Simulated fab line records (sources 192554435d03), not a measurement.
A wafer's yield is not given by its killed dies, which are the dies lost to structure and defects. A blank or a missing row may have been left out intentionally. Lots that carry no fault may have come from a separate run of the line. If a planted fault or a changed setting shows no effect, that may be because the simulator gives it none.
fab line records	flow n5-finfet	part 1 of 2: steps 1 to 15 of 26
[record] lots = 5	wafers = 15	last-day = 17
route steps=1938 shown BEOL_M3@967
lots that met no fault: from a run of the same line without faults
start-h: start of the lot's first displayed wafer, in hours after the record's first day	wait-h: hours from the lot's prior step to this one	" same as the row above	L1.1+2: several wafers, shown together as one row	- no value present, or no start provided	* or withheld: withheld	< > ~ a bound
route shown NAME@n: NAME is a module with steps in the file, n the number in the route of the first one	usual: mean/standard deviation taken from wafers without a fault	same: alike in all rows	chamber/n: place in a boat	sites: per-site readings	_std_site: standard deviation of those values	_edge_site: the outer-site mean with the inner-site mean subtracted	radius-mm: how far each site lies from the wafer's centre	mask NAME#n: copy n	behind: the tool/chamber that last shaped the wafer	hold: cause of the lot's hold/its duration in hours/its outcome	device: the transistor (n, p or np) that didn't switch	end of line: the route-end tests of the same wafers	a step with no rows: only its recipe	killed: dies lost to structure and defects at the first sort, not the wafer's yield	map: shows each die of a wafer: x if killed, . if not, _ if none is there
set.NAME: the setting the step ran with; set.NAME@STEP: the setting that earlier step ran with	model.NAME: the simulator's own value behind a step, which no gauge read
a table for each step, a row for each wafer; lots at some steps of the route
services: a tool's chamber out of use, with start hour (start-h, from the record's first day; less than 0 if before it), hours out, and reason
[[steps]]
[step N5_BEOL_M3_OVL_MEAS_29]
[recipe] points-per-wafer = 522
[usual] V2_OVL = 0.4/0.66
lot.wafer	tool	chamber	start-h	wait-h	V2_OVL[nm]
L074.1	overlay-01	0	153.42	0.0	1.0
L074.3	"	0	"	"	0.0
L074.6	"	0	"	"	0.2
L077.1	overlay-02	0	164.95	0.0	1.8
L077.5	"	0	"	"	1.6
L077.6	"	0	"	"	0.6
L086.3	overlay-02	0	219.75	0.0	0.3
L086.4	"	0	"	"	-0.5
L086.5	"	0	"	"	-0.3
L088.1	overlay-02	0	228.26	0.0	-0.1
L088.3	"	0	"	"	-0.1
L088.4	"	0	"	"	0.0
L094.2	overlay-02	0	264.57	0.0	-0.2
L094.3	"	0	"	"	-0.8
L094.4	"	0	"	"	0.8
[step N5_BEOL_M3_INSPECT_30]
[recipe] mode = adi	inspect-instrument = brightfield
[usual] raw-defect-count = 406/89
lot.wafer	tool	chamber	start-h	wait-h	raw-defect-count
L074.1	defect-inspect-01	-	153.48	0.1	263
L074.3	"	-	"	"	294
L074.6	"	-	"	"	313
L077.1	defect-inspect-02	-	165.00	0.1	467
L077.5	"	-	"	"	451
L077.6	"	-	"	"	397
L086.3	defect-inspect-02	-	219.79	0.0	477
L086.4	"	-	"	"	553
L086.5	"	-	"	"	410
L088.1	defect-inspect-02	-	228.31	0.1	334
L088.3	"	-	"	"	337
L088.4	"	-	"	"	337
L094.2	defect-inspect-01	-	264.62	0.0	371
L094.3	"	-	"	"	376
L094.4	"	-	"	"	420
[step N5_BEOL_M3_DESCUM_33]
[recipe] chemistry = O2	time-s = 7	source-power-w = 50	bias-power-w = 20	pressure-mtorr = 20	rf-frequency-hz = 2.712e+07	temp-c = 40	resist = CAR-EUV	o2-flow-sccm = 225
[usual] drypump-motor-current-A = 5.9/0.48	oes-product-au = 0.82/0.097	rf-vpp-V = 243.2/1.3	showerhead-plenum-p-Torr = 2.10/0.065	throttle-valve-pct = 20.36/0.23
lot.wafer	tool	chamber	start-h	wait-h	drypump-motor-current-A	oes-product-au	rf-hours-counter-h	rf-vpp-V	showerhead-plenum-p-Torr	throttle-valve-pct
L074.1	rie-diel-03	2	153.67	0.2	6.6	1.04	0	242.7	2.16	20.21
L074.3	"	0	"	"	6.2	0.69	250	242.5	2.05	20.34
L074.6	"	0	"	"	6.2	0.69	-	244.1	2.05	20.35
L077.1	rie-diel-06	0	165.04	0.0	6.0	0.83	76	242.7	2.14	20.71
L077.5	"	3	"	"	5.4	0.91	-	245.9	2.23	20.25
L077.6	"	2	"	"	5.3	0.75	-	243.6	2.09	20.71
L086.3	rie-diel-06	2	219.83	0.0	5.3	0.74	173	243.3	2.08	20.75
L086.4	"	1	"	"	5.5	0.94	21	242.3	2.05	20.20
L086.5	"	3	"	"	5.4	0.88	-	246.3	2.23	20.27
L088.1	rie-diel-03	2	228.35	0.0	6.6	0.93	26	242.6	2.15	20.24
L088.3	"	0	"	"	6.2	0.94	17	242.0	2.05	19.89
L088.4	"	3	"	"	5.7	0.68	231	243.7	2.16	20.67
L094.2	rie-diel-02	2	264.74	0.1	6.1	0.91	22	242.1	2.05	20.36
L094.3	"	3	"	"	5.3	0.82	80	241.2	2.02	20.22
L094.4	"	0	"	"	6.3	0.68	238	245.3	2.15	20.27
[step N5_BEOL_M3_ETCH_77]
[recipe] chemistry = N2/H2	target = underlayer	target-depth-a = 65	mask-material = CAR-EUV	time-s = 5.2	ion-energy-ev = 200	pressure-mtorr = 30	source-w = 840	bias-w = 150	n2-flow-sccm = 200	h2-flow-sccm = 200	ends = cleared
[usual] drypump-motor-current-A = 5.9/0.48	etch-rf-on-time-s = 5.30/0.18	oes-product-au = 0.69/0.084	rf-vpp-V = 524.1/2.1	showerhead-plenum-p-Torr = 2.54/0.067	throttle-valve-pct = 17.8/0.32
lot.wafer	tool	chamber	start-h	wait-h	drypump-motor-current-A	etch-rf-on-time-s	oes-product-au	rf-hours-counter-h	rf-vpp-V	showerhead-plenum-p-Torr	throttle-valve-pct
L074.1	rie-diel-03	2	153.70	0.0	6.6	5.20	0.86	0	526.4	2.58	17.3
L074.3	"	0	"	"	6.2	5.13	0.59	250	524.3	2.51	18.0
L074.6	"	0	"	"	6.2	5.07	0.59	-	523.0	2.51	18.0
L077.1	rie-diel-06	0	165.07	0.0	6.1	5.11	0.72	76	524.3	2.59	18.0
L077.5	"	3	"	"	5.4	5.24	0.75	-	526.0	2.69	17.4
L077.6	"	2	"	"	5.3	5.69	0.62	-	523.2	2.55	18.3
L086.3	rie-diel-06	2	219.86	0.0	5.4	5.64	0.61	173	523.5	2.55	18.3
L086.4	"	1	"	"	5.5	4.95	0.80	21	523.5	2.50	17.7
L086.5	"	3	"	"	5.4	5.31	0.73	-	527.6	2.68	17.4
L088.1	rie-diel-03	2	228.38	0.0	6.6	5.38	0.75	26	526.0	2.57	17.3
L088.3	"	0	"	"	6.2	5.16	0.80	17	523.5	2.50	17.5
L088.4	"	3	"	"	5.7	5.59	0.57	231	529.9	2.61	18.1
L094.2	rie-diel-02	2	264.77	0.0	6.1	5.30	0.76	22	523.5	2.52	18.1
L094.3	"	3	"	"	5.3	5.20	0.69	80	523.0	2.47	17.6
L094.4	"	0	"	"	6.2	5.35	0.56	238	526.9	2.59	17.5
[step N5_BEOL_M3_ETCH_69]
[recipe] chemistry = CF4	target = SiARC	target-depth-a = 156	mask-material = CAR-EUV	time-s = 26	ion-energy-ev = 80	pressure-mtorr = 40	source-w = 545	bias-w = 36	Ar_flow_sccm = 100	cf4-flow-sccm = 100	ends = cleared
[usual] cf4-flow-sccm = 99.99/0.27	drypump-motor-current-A = 5.9/0.48	etch-rf-on-time-s = 26.3/0.88	oes-product-au = 0.69/0.084	rf-vpp-V = 184.2/1.1	showerhead-plenum-p-Torr = 2.15/0.058	throttle-valve-pct = 15.56/0.27
lot.wafer	tool	chamber	start-h	wait-h	cf4-flow-sccm	drypump-motor-current-A	etch-rf-on-time-s	oes-product-au	rf-hours-counter-h	rf-vpp-V	showerhead-plenum-p-Torr	throttle-valve-pct
L074.1	rie-diel-03	2	153.72	0.0	99.80	6.6	26.3	0.86	0	185.2	2.19	15.33
L074.3	"	0	"	"	100.13	6.2	26.2	0.58	250	184.1	2.08	15.48
L074.6	"	0	"	"	100.07	6.2	26.0	0.58	-	182.7	2.08	15.47
L077.1	rie-diel-06	0	165.09	0.0	99.82	6.0	25.1	0.72	76	185.5	2.18	15.78
L077.5	"	3	"	"	99.92	5.4	26.7	0.75	-	185.2	2.26	15.28
L077.6	"	2	"	"	99.97	5.4	28.2	0.63	-	183.6	2.15	15.98
L086.3	rie-diel-06	2	219.88	0.0	99.99	5.3	28.0	0.62	173	184.2	2.14	16.02
L086.4	"	1	"	"	100.27	5.5	24.8	0.80	21	183.8	2.10	15.40
L086.5	"	3	"	"	99.65	5.4	26.6	0.73	-	186.4	2.26	15.32
L088.1	rie-diel-03	2	228.40	0.0	99.80	6.6	26.8	0.76	26	185.2	2.18	15.37
L088.3	"	0	"	"	100.19	6.2	26.1	0.80	17	182.0	2.08	14.99
L088.4	"	3	"	"	99.50	5.7	27.6	0.57	231	185.2	2.20	15.90
L094.2	rie-diel-02	2	264.79	0.0	100.12	6.1	25.9	0.78	22	183.4	2.11	15.54
L094.3	"	3	"	"	100.28	5.2	25.5	0.70	80	182.8	2.09	15.46
L094.4	"	0	"	"	99.61	6.3	26.5	0.57	238	183.0	2.22	15.61
[step N5_BEOL_M3_ALD_98]
[recipe] material = SiO2	target-thk-a = 25	temp-c = 100	ald-precursor-family = BDEAS	ald-co-reactant = O2-plasma	pulse-time-s = 1	co-reactant-pulse-time-s = 1	purge-time-s = 2	co-reactant-purge-time-s = 2	ald-cycles = 17	pressure-torr = 2
[usual] heater-power-w = 80/5.3	precursor-pulse-height-rel = 0.999/0.021
[same] pulse-time-s = 1
lot.wafer	tool	chamber	start-h	wait-h	heater-power-w	precursor-pulse-height-rel
L074.1	ald-sin-03	2	153.80	0.1	79	0.958
L074.3	"	3	"	"	73	0.984
L074.6	"	1	"	"	75	0.965
L077.1	ald-sin-03	1	165.17	0.1	77	1.017
L077.5	"	2	"	"	81	1.055
L077.6	"	3	"	"	75	1.023
L086.3	ald-sin-02	2	219.96	0.1	82	0.995
L086.4	"	0	"	"	82	0.992
L086.5	"	3	"	"	77	0.999
L088.1	ald-sin-02	2	228.77	0.3	82	1.017
L088.3	"	3	"	"	76	0.986
L088.4	"	3	"	"	74	0.995
L094.2	ald-sin-02	0	264.87	0.1	78	0.991
L094.3	"	2	"	"	83	1.024
L094.4	"	3	"	"	78	1.020
[step N5_BEOL_M3_ETCHBACK_99]
[recipe] chemistry = CHF3	target = SiO2	target-depth-a = 50	time-s = 10.4	source-w = 215	bias-w = 47	Ar_flow_sccm = 200	CHF3_flow_sccm = 12	ion-energy-ev = 100	pressure-mtorr = 30
[usual] drypump-motor-current-A = 5.9/0.47	oes-product-au = 0.81/0.099	rf-vpp-V = 244/7.6	showerhead-plenum-p-Torr = 2.16/0.065	throttle-valve-pct = 17.01/0.27
lot.wafer	tool	chamber	start-h	wait-h	drypump-motor-current-A	oes-product-au	rf-hours-counter-h	rf-vpp-V	showerhead-plenum-p-Torr	throttle-valve-pct
L074.1	rie-diel-02	0	154.30	0.5	6.2	0.68	201	240	2.24	16.96
L074.3	"	1	"	"	6.6	0.80	83	261	2.17	16.76
L074.6	"	3	"	"	5.2	0.87	-	233	2.10	16.81
L077.1	rie-diel-02	3	165.44	0.2	5.3	0.85	46	234	2.10	16.84
L077.5	"	3	"	"	5.3	0.85	-	231	2.10	16.83
L077.6	"	0	"	"	6.3	0.69	-	239	2.23	16.95
L086.3	rie-diel-06	0	226.76	6.8	6.0	0.82	94	237	2.18	17.29
L086.4	"	2	"	"	5.4	0.72	176	253	2.13	17.34
L086.5	"	3	"	"	5.4	0.85	-	245	2.28	16.84
L088.1	rie-diel-06	2	234.81	6.0	5.4	0.74	177	250	2.13	17.31
L088.3	"	3	"	"	5.4	0.88	51	246	2.28	16.85
L088.4	"	0	"	"	6.0	0.84	95	237	2.18	17.31
L094.2	rie-diel-03	2	269.64	4.7	6.6	0.89	38	249	2.19	16.84
L094.3	"	1	"	"	5.7	0.73	202	235	2.05	17.44
L094.4	"	0	"	"	6.2	0.91	28	248	2.09	16.53
[step N5_BEOL_M3_ETCH_70]
[recipe] chemistry = N2/H2	target = SOC	target-depth-a = 800	overetch-a = 160	mask-material = SiARC	temp-c = 40	time-s = 120	ion-energy-ev = 200	pressure-mtorr = 30	source-w = 840	bias-w = 150	n2-flow-sccm = 200	h2-flow-sccm = 200
[usual] drypump-motor-current-A = 5.9/0.46	oes-product-au = 0.62/0.069	rf-vpp-V = 524.0/2.1	showerhead-plenum-p-Torr = 2.55/0.072	throttle-valve-pct = 17.7/0.33
lot.wafer	tool	chamber	start-h	wait-h	drypump-motor-current-A	oes-product-au	rf-hours-counter-h	rf-vpp-V	showerhead-plenum-p-Torr	throttle-valve-pct
L074.1	rie-diel-02	0	154.34	0.0	6.3	0.54	201	525.1	2.60	17.4
L074.3	"	1	"	"	6.6	0.62	83	523.5	2.57	17.5
L074.6	"	3	"	"	5.3	0.66	-	523.3	2.48	17.5
L077.1	rie-diel-02	3	165.47	0.0	5.3	0.65	46	522.6	2.48	17.5
L077.5	"	3	"	"	5.3	0.66	-	522.9	2.48	17.5
L077.6	"	0	"	"	6.3	0.54	-	525.2	2.60	17.4
L086.3	rie-diel-06	0	226.80	0.0	6.0	0.62	94	523.5	2.58	18.0
L086.4	"	2	"	"	5.4	0.58	176	524.6	2.55	18.3
L086.5	"	3	"	"	5.4	0.66	-	527.5	2.68	17.4
L088.1	rie-diel-06	2	234.84	0.0	5.4	0.57	177	524.9	2.55	18.3
L088.3	"	3	"	"	5.4	0.66	51	528.0	2.68	17.4
L088.4	"	0	"	"	6.0	0.62	95	524.4	2.58	18.0
L094.2	rie-diel-03	2	269.67	0.0	6.6	0.68	38	524.3	2.56	17.3
L094.3	"	1	"	"	5.7	0.56	202	519.3	2.38	17.9
L094.4	"	0	"	"	6.2	0.70	28	521.5	2.50	17.5
[step N5_BEOL_M3_STRIP_71]
[recipe] chemistry = N2/H2	temp-c = 40	n2-flow-sccm = 200	h2-flow-sccm = 200	rf-frequency-hz = 6e+07
lot.wafer	tool	chamber	start-h	wait-h
L074.1+3+6	rie-diel-02	0,1,3	154.42	0.0
L077.1+5+6	rie-diel-02	3,3,0	165.55	0.0
L086.3+4+5	rie-diel-06	0,2,3	226.88	0.0
L088.1+3+4	rie-diel-06	2,3,0	234.92	0.0
L094.2+3+4	rie-diel-03	2,1,0	269.76	0.0
[step N5_BEOL_M3_STRIP_78]
[recipe] chemistry = N2/H2	temp-c = 40	n2-flow-sccm = 200	h2-flow-sccm = 200	rf-frequency-hz = 6e+07
lot.wafer	tool	chamber	start-h	wait-h
L074.1+3+6	rie-diel-02	0,1,3	154.43	0.0
L077.1+5+6	rie-diel-02	3,3,0	165.56	0.0
L086.3+4+5	rie-diel-06	0,2,3	226.89	0.0
L088.1+3+4	rie-diel-06	2,3,0	234.93	0.0
L094.2+3+4	rie-diel-03	2,1,0	269.77	0.0
[step N5_BEOL_M3_VIA_ETCH_34]
[recipe] chemistry = C4F6/O2	target-depth-a = 694	mask-material = SOC	pressure-mtorr = 15	ion-energy-ev = 250	taper-deg = 4	time-s = 65.9	source-w = 350	bias-w = 170	Ar_flow_sccm = 300	C4F6_flow_sccm = 10	O2_flow_sccm = 10
[usual] drypump-motor-current-A = 5.9/0.46	oes-product-au = 0.81/0.1	rf-vpp-V = 675/20	showerhead-plenum-p-Torr = 2.85/0.084	throttle-valve-pct = 30.6/0.31
lot.wafer	tool	chamber	start-h	wait-h	drypump-motor-current-A	oes-product-au	rf-hours-counter-h	rf-vpp-V	showerhead-plenum-p-Torr	throttle-valve-pct
L074.1	rie-diel-02	0	154.44	0.0	6.3	0.69	202	659	2.95	30.5
L074.3	"	1	"	"	6.7	0.80	83	717	2.86	30.3
L074.6	"	3	"	"	5.3	0.87	-	645	2.78	30.6
L077.1	rie-diel-02	3	165.57	0.0	5.3	0.85	46	643	2.78	30.5
L077.5	"	3	"	"	5.3	0.85	-	644	2.78	30.6
L077.6	"	0	"	"	6.3	0.68	-	661	2.95	30.5
L086.3	rie-diel-06	0	226.90	0.0	6.1	0.83	94	654	2.88	31.0
L086.4	"	2	"	"	5.4	0.73	176	694	2.81	30.9
L086.5	"	3	"	"	5.4	0.87	-	682	3.01	30.6
L088.1	rie-diel-06	2	234.94	0.0	5.4	0.73	177	692	2.81	30.9
L088.3	"	3	"	"	5.4	0.86	51	682	3.01	30.6
L088.4	"	0	"	"	6.1	0.81	95	655	2.88	31.0
L094.2	rie-diel-03	2	269.78	0.0	6.6	0.89	39	689	2.89	30.3
L094.3	"	1	"	"	5.7	0.73	202	649	2.70	31.0
L094.4	"	0	"	"	6.2	0.92	28	687	2.76	30.0
[step N5_BEOL_M3_STRIP_83]
[recipe] chemistry = C4F6/O2	resist = SiARC	rf-frequency-hz = 6e+07
lot.wafer	tool	chamber	start-h	wait-h
L074.1+3+6	rie-diel-02	0,1,3	154.49	0.0
L077.1+5+6	rie-diel-02	3,3,0	165.62	0.0
L086.3+4+5	rie-diel-06	0,2,3	226.95	0.0
L088.1+3+4	rie-diel-06	2,3,0	234.99	0.0
L094.2+3+4	rie-diel-03	2,1,0	269.83	0.0
[step N5_BEOL_M3_STRIP_36]
[recipe] chemistry = N2/H2	power-w = 450	temp-c = 40	pressure-mtorr = 20	rf-frequency-hz = 6e+07	overash-fraction = 0.3	bias-power-w = 7	h2-frac = 0.5	n2-flow-sccm = 200	h2-flow-sccm = 200
[usual] drypump-motor-current-A = 5.9/0.46	oes-product-au = 0.82/0.099	rf-vpp-V = 59.1/1.5	showerhead-plenum-p-Torr = 2.54/0.072	throttle-valve-pct = 23.5/0.44
lot.wafer	tool	chamber	start-h	wait-h	drypump-motor-current-A	oes-product-au	rf-hours-counter-h	rf-vpp-V	showerhead-plenum-p-Torr	throttle-valve-pct
L074.1	rie-diel-02	0	154.50	0.0	6.3	0.70	202	57.7	2.60	23.1
L074.3	"	1	"	"	6.6	0.81	83	57.0	2.56	23.3
L074.6	"	3	"	"	5.3	0.87	-	61.0	2.48	23.2
L077.1	rie-diel-02	3	165.63	0.0	5.3	0.87	46	56.6	2.48	23.2
L077.5	"	3	"	"	5.3	0.85	-	58.6	2.47	23.2
L077.6	"	0	"	"	6.3	0.70	-	59.1	2.60	23.1
L086.3	rie-diel-06	0	226.96	0.0	6.1	0.82	94	59.6	2.58	23.8
L086.4	"	2	"	"	5.4	0.74	176	55.4	2.54	24.1
L086.5	"	3	"	"	5.4	0.87	-	59.3	2.68	23.1
L088.1	rie-diel-06	2	235.00	0.0	5.4	0.75	177	56.6	2.54	24.0
L088.3	"	3	"	"	5.4	0.88	51	59.2	2.68	23.1
L088.4	"	0	"	"	6.1	0.83	95	58.8	2.58	23.7
L094.2	rie-diel-03	2	269.84	0.0	6.6	0.90	39	58.8	2.56	22.8
L094.3	"	1	"	"	5.7	0.72	202	56.7	2.38	23.4
L094.4	"	0	"	"	6.2	0.93	28	57.8	2.49	23.4
[step N5_BEOL_M3_TRENCH_ETCH_37]
[recipe] chemistry = C4F6/O2	target-depth-a = 555.55	target = SiOC	time-s = 29.2	ion-energy-ev = 250	pressure-mtorr = 30	source-w = 355	bias-w = 185	Ar_flow_sccm = 300	C4F6_flow_sccm = 10	O2_flow_sccm = 10
[usual] drypump-motor-current-A = 5.9/0.46	oes-product-au = 0.81/0.099	rf-vpp-V = 675/21	showerhead-plenum-p-Torr = 2.85/0.084	throttle-valve-pct = 20.79/0.27
lot.wafer	tool	chamber	start-h	wait-h	drypump-motor-current-A	oes-product-au	rf-hours-counter-h	rf-vpp-V	showerhead-plenum-p-Torr	throttle-valve-pct
L074.1	rie-diel-02	0	-	-	6.3	0.68	202	661	2.95	20.70
L074.3	"	1	"	"	6.7	0.81	83	716	2.87	20.54
L074.6	"	3	"	"	5.2	0.86	-	642	2.78	20.63
L077.1	rie-diel-02	3	-	-	5.2	0.85	46	644	2.78	20.65
L077.5	"	3	"	"	5.2	0.85	-	643	2.78	20.65
L077.6	"	0	"	"	6.3	0.68	-	658	2.95	20.70
L086.3	rie-diel-06	0	-	-	6.1	0.81	94	654	2.89	21.12
L086.4	"	2	"	"	5.3	0.73	176	695	2.82	21.08
L086.5	"	3	"	"	5.4	0.87	-	683	3.01	20.65
L088.1	rie-diel-06	2	-	-	5.3	0.73	177	694	2.82	21.10
L088.3	"	3	"	"	5.4	0.86	51	683	3.01	20.66
L088.4	"	0	"	"	6.1	0.82	95	654	2.89	21.11
L094.2	rie-diel-03	2	-	-	6.6	0.88	39	688	2.90	20.63
L094.3	"	1	"	"	5.7	0.72	202	650	2.71	21.16
L094.4	"	0	"	"	6.2	0.91	28	688	2.77	20.26
[step N5_BEOL_M3_ETCH_41]
[recipe] chemistry = CH3F/O2	target = SiCN	target-depth-a = 299	taper-deg = 2	time-s = 52.5	ion-energy-ev = 120	mask-material = TiN	pressure-mtorr = 30	source-w = 395	bias-w = 75	Ar_flow_sccm = 150	CH3F_flow_sccm = 30	O2_flow_sccm = 20
[usual] CH3F_flow_sccm = 29.99/0.084	drypump-motor-current-A = 5.9/0.46	oes-product-au = 0.81/0.1	rf-vpp-V = 297.5/1.4	showerhead-plenum-p-Torr = 2.01/0.061	throttle-valve-pct = 16.26/0.26
lot.wafer	tool	chamber	start-h	wait-h	CH3F_flow_sccm	drypump-motor-current-A	oes-product-au	rf-hours-counter-h	rf-vpp-V	showerhead-plenum-p-Torr	throttle-valve-pct
L074.1	rie-diel-02	0	-	-	30.13	6.3	0.69	202	299.3	2.08	16.18
L074.3	"	1	"	"	29.98	6.7	0.80	83	296.1	2.02	16.05
L074.6	"	3	"	"	29.89	5.2	0.85	-	294.4	1.95	16.09
L077.1	rie-diel-02	3	-	-	30.07	5.2	0.85	46	296.0	1.95	16.09
L077.5	"	3	"	"	29.97	5.2	0.84	-	296.1	1.95	16.10
L077.6	"	0	"	"	29.99	6.3	0.69	-	298.0	2.07	16.18
L086.3	rie-diel-06	0	-	-	29.93	6.0	0.81	94	297.7	2.03	16.52
L086.4	"	2	"	"	29.88	5.4	0.73	176	298.0	1.98	16.59
L086.5	"	3	"	"	29.95	5.4	0.86	-	299.1	2.12	16.10
L088.1	rie-diel-06	2	-	-	29.97	5.3	0.73	177	298.0	1.98	16.62
L088.3	"	3	"	"	29.92	5.4	0.87	51	298.4	2.12	16.08
L088.4	"	0	"	"	29.95	6.0	0.82	95	300.3	2.03	16.51
L094.2	rie-diel-03	2	-	-	30.01	6.6	0.88	39	297.9	2.04	16.10
L094.3	"	1	"	"	29.99	5.7	0.72	202	295.1	1.90	16.61
L094.4	"	0	"	"	30.01	6.2	0.91	28	294.3	1.94	15.77
